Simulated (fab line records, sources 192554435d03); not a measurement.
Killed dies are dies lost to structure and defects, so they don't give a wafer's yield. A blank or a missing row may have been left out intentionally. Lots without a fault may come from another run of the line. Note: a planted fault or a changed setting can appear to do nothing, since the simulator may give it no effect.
Comparing a struck lot with a sound one || flow n5Finfet || 15 steps out of a route of 1938
Sound: these wafers, L334.3, L334.4, L334.5. Wafers struck: L328.2, L328.5, L328.6. The cause is given at the end.
Per side, at each step with rows, come the tool, then ch with its chambers, and then its first start. Under that, the readings that differ: sound wafers || struck wafers || difference of the means || sigmas: that difference in standard deviations of wafers without a fault.
alike: a reading whose means differ by less than 2 such deviations, as well as words and numbers matching on both sides. not compared: withheld readings; readings where some wafer has no value; bounds like >300 that might hide an equal value; numbers whose values overlap and for which the record gives no deviation.
Wherever a step has rows on one side only, a row that says differs or no value, or a row with sigmas, the two part there. Non-overlapping numbers with no deviation appear without sigmas and do not part them. A reading missing from all wafers of one side parts the sides only when that side holds two or more wafers.

first, 1 step without rows for these wafers: N5_BEOL_M1_SPUTTER_92 (material Cu, target thk 4.5 nm, time 8.29 s).
N5_BEOL_M1_ANNEAL_93: time 240 s.
  struck on pvdSputter-03, day 11 05:25; sound on pvdSputter-02, day 12 09:11
  alike: heaterPowerW
N5_BEOL_M1_SPUTTER_94: material Cu, target thk 4.5 nm, time 8.29 s.
  struck on pvdSputter-03, day 11 05:33; sound on pvdSputter-02, day 12 09:20
  alike: chuckSensorTempC, throttleValvePct
then, 3 steps without rows for these wafers: N5_BEOL_M1_ANNEAL_95 (time 240 s); N5_BEOL_M1_SPUTTER_96 (material Cu, target thk 4.5 nm, time 8.29 s); N5_BEOL_M1_ECD_50 (material Cu, target thk 300 nm).
N5_BEOL_M1_ANNEAL_51: time 90 s.
  sound on rtpAnneal-02 ch 0, day 12 10:03; struck on rtpAnneal-02 ch 0, day 11 06:01
  alike: annealTempC, wafer_temp_C_max
then, 1 step without rows for these wafers: N5_BEOL_M1_CMP_52 (polishes, stops on SiOC, t overpolish 6.8 s, target thk 40 nm).
N5_BEOL_M1_THK_MEAS_53: measures by xrf.
  struck on filmMetro-01, day 11 06:34; sound on filmMetro-02, day 12 10:33
  alike: M1_THK
N5_BEOL_M1_PRE_CLEAN_60: time 15 s.
  sound on cvdCo-02 ch 0,2, day 12 10:35; struck on cvdCo-02 ch 0,2, day 11 06:35
  alike: heaterPowerW
N5_BEOL_M1_CO_CAP_55: material Co, precursor CCTBA/H2, target thk 2 nm, time 102.1 s.
  sound on cvdCo-02 ch 0,2, day 12 10:38; struck on cvdCo-02 ch 0,2, day 11 06:38
  alike: heaterPowerW
then, 1 step without rows for these wafers: N5_BEOL_M1_PRE_CLEAN_56 (time 15 s).
N5_BEOL_M1_DEP_57: deposits SiCN from 3MS/NH3, target thk 8 nm, time 14 s.
  sound on pecvd-04 ch 0,1,2, day 12 10:45; struck on pecvd-04 ch 0,2, day 11 06:45
  no value came back on the struck wafers for chamberPressureTorr (Torr), rfFwdPowerW (W), showerheadPlenumPTorr (Torr), throttleValvePct (%); on the sound wafers chamberPressureTorr (Torr) reads 3.002 3.008 2.993
N5_BEOL_M4_RC_MEAS_101:
  the record has rows for the sound wafers here (prober-01 ch 0, day 15 12:01) and none for the struck ones
-- the record jumps here: 8 days lie between the struck wafers' starts before and after (it left off in module BEOL_M4 and takes up again in module PASSIVATION, whose first step shown is number 1936 of the route) --
N5_PASSIVATION_PROBE_49:
  rows exist in the record for the struck wafers here (prober-01, day 18 23:14), but not for the sound ones

WHERE THEY PART
First at N5_BEOL_M1_DEP_57; last, within this record, at N5_PASSIVATION_PROBE_49.

WHY: the cause the simulator had injected
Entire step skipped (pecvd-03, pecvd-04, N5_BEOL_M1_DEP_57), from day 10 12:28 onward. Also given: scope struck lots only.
